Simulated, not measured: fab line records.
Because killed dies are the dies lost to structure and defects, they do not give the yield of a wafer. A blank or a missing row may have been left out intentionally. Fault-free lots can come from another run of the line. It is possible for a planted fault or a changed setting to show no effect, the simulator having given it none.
Struck lot and sound lot, side by side + flow n5_finfet + 19 out of 1938 route steps
Sound: the wafers L258.3, L258.5, L258.6. Struck: wafers L250.1, L250.2, L250.3. The cause is given at the end.
For every step that has rows: the tool of each side, followed by ch and its chambers, followed by its first start. Under that, the readings that differ: sound wafers + struck wafers + difference of the means + sigmas: that difference in standard deviations of wafers without a fault.
alike: words and numbers the same on both sides, and readings whose means are apart by under 2 such deviations; not compared: readings that were withheld, readings missing a value for some wafer, numbers with overlapping values and no deviation given by the record, and bounds like >300 which may hide the same value.
The two part at a step that has a row with sigmas, a row that says differs or no value, or rows on one side only. Non-overlapping numbers with no deviation appear without sigmas and do not part them. A reading missing from all wafers of one side parts the sides only when that side holds two or more wafers.

first, 7 steps without rows for these wafers: N5_BEOL_M8_COAT_60 (time 60 s, resist thk 35 nm); N5_BEOL_M8_COAT_05 (resist thk 90 nm); N5_BEOL_M8_EBR_07; N5_BEOL_M8_SOFTBAKE_06 (time 60 s); N5_BEOL_M8_EXPOSE_08 (exposes mask M8); N5_BEOL_M8_PEB_09 (peb time 60 s); N5_BEOL_M8_DEVELOP_10 (develop time 30 s).
N5_BEOL_M8_CD_MEAS_11 targets a cd of 38.5 nm.
  sound on cd_sem-03 ch 0, day 13 16:30; struck on cd_sem-02 ch 0, day 12 03:38
  alike: cd_nm
N5_BEOL_M8_OVL_MEAS_12:
  sound on overlay-02 ch 0, day 13 16:32; struck on overlay-01 ch 0, day 12 03:40
  alike: M8_OVL
N5_BEOL_M8_INSPECT_13: inspects for defects (brightfield).
  sound: defect_inspect-02 at day 13 16:33; struck: defect_inspect-01 at day 12 03:41
  alike: raw_defect_count
N5_BEOL_M8_DESCUM_16: chemistry O2, time 7.9 s.
  sound on rie_diel-03 ch 0,1,2, day 13 16:35; struck on rie_diel-02 ch 0,1,3, day 12 03:43
  alike: drypump_motor_current_A, oes_product_au, rf_vpp_V, showerhead_plenum_p_Torr, throttle_valve_pct
  not compared: rf_hours_counter_h
N5_BEOL_M8_ETCH_61: etches SiARC in CF4, target depth 45.5 nm, time 75.8 s.
  sound on rie_diel-03 ch 0,1,2, day 13 16:37; struck on rie_diel-02 ch 0,1,3, day 12 03:45
  alike: bias_w, cf4_flow_sccm, drypump_motor_current_A, etch_rf_on_time_s, oes_product_au, rf_vpp_V, showerhead_plenum_p_Torr, throttle_valve_pct
  not compared: rf_hours_counter_h
N5_BEOL_M8_ETCH_62: etches SOC in N2/H2, target depth 110 nm, overetch 22 nm, time 165 s.
  sound on rie_diel-03 ch 0,1,2, day 13 16:41; struck on rie_diel-02 ch 0,1,3, day 12 03:48
  no value came back on the struck wafers for any of 7 readings (bias_w (W), chamber_pressure_mTorr (mTorr) and others); on the sound wafers bias_w (W) reads 150.4 149.7 149.2
| reading                                      | sound          | struck       | difference | sigmas |
|----------------------------------------------|----------------|--------------|------------|--------|
| model.CAR-ArF_of_BEOL_M8_COAT_05.thk_nm (nm) | 0 0 0          | 51 50.8 50.6 | +51        |        |
| model.SiARC_of_BEOL_M8_COAT_60.thk_nm (nm)   | 28.4 28.4 28.6 | 35 35 35     | +7         |        |
  not compared: rf_hours_counter_h
then, 1 step without rows for these wafers: N5_BEOL_M8_STRIP_68 (strips in N2/H2).
N5_BEOL_M8_STRIP_67: strips in CF4.
  sound on rie_diel-03 ch 0,1,2, day 13 16:49; struck on rie_diel-02 ch 0,1,3, day 12 03:57
  alike: drypump_motor_current_A, oes_product_au, rf_vpp_V, showerhead_plenum_p_Torr, throttle_valve_pct
  not compared: rf_hours_counter_h
N5_BEOL_M8_HM_OPEN_17: chemistry Cl2/BCl3, target TiN, target depth 20 nm, overetch 6 nm.
  sound on rie_metal-02 ch 0, day 13 16:56; struck on rie_metal-02 ch 0,1, day 12 03:59
| reading                | sound             | struck            | difference | sigmas |
|------------------------|-------------------|-------------------|------------|--------|
| oes_product_au (a.u.)  | 0.65 0.65 0.65    | 0.29 0.24 0.30    | -0.37      | -5     |
| throttle_valve_pct (%) | 22.18 22.18 22.18 | 22.84 22.69 22.84 | +0.61      | +6     |
  alike: drypump_motor_current_A
  not compared: rf_hours_counter_h
N5_BEOL_M8_STRIP_19: strips in O2.
  sound on rie_diel-03 ch 0,2,3, day 13 17:04; struck on rie_diel-06 ch 0,1,2, day 12 04:06
  alike: drypump_motor_current_A, oes_product_au, rf_vpp_V, showerhead_plenum_p_Torr, throttle_valve_pct
  not compared: rf_hours_counter_h
N5_BEOL_M8_CD_MEAS_18: pitch 80 nm, target cd 40 nm.
  sound: cd_sem-01 at day 13 17:08; struck: cd_sem-03 at day 12 04:10
| reading    | sound          | struck | difference                    | sigmas |
|------------|----------------|--------|-------------------------------|--------|
| cd_nm (nm) | 40.3 40.5 41.1 | - - -  | no value on the struck wafers |        |
then, 1 step without rows for these wafers: N5_BEOL_M8_COAT_63 (time 60 s, resist thk 60 nm).

## WHERE THEY PART
At N5_BEOL_M8_ETCH_62 first; at N5_BEOL_M8_CD_MEAS_18 last (within this record only).

WHY: what the simulator had put in
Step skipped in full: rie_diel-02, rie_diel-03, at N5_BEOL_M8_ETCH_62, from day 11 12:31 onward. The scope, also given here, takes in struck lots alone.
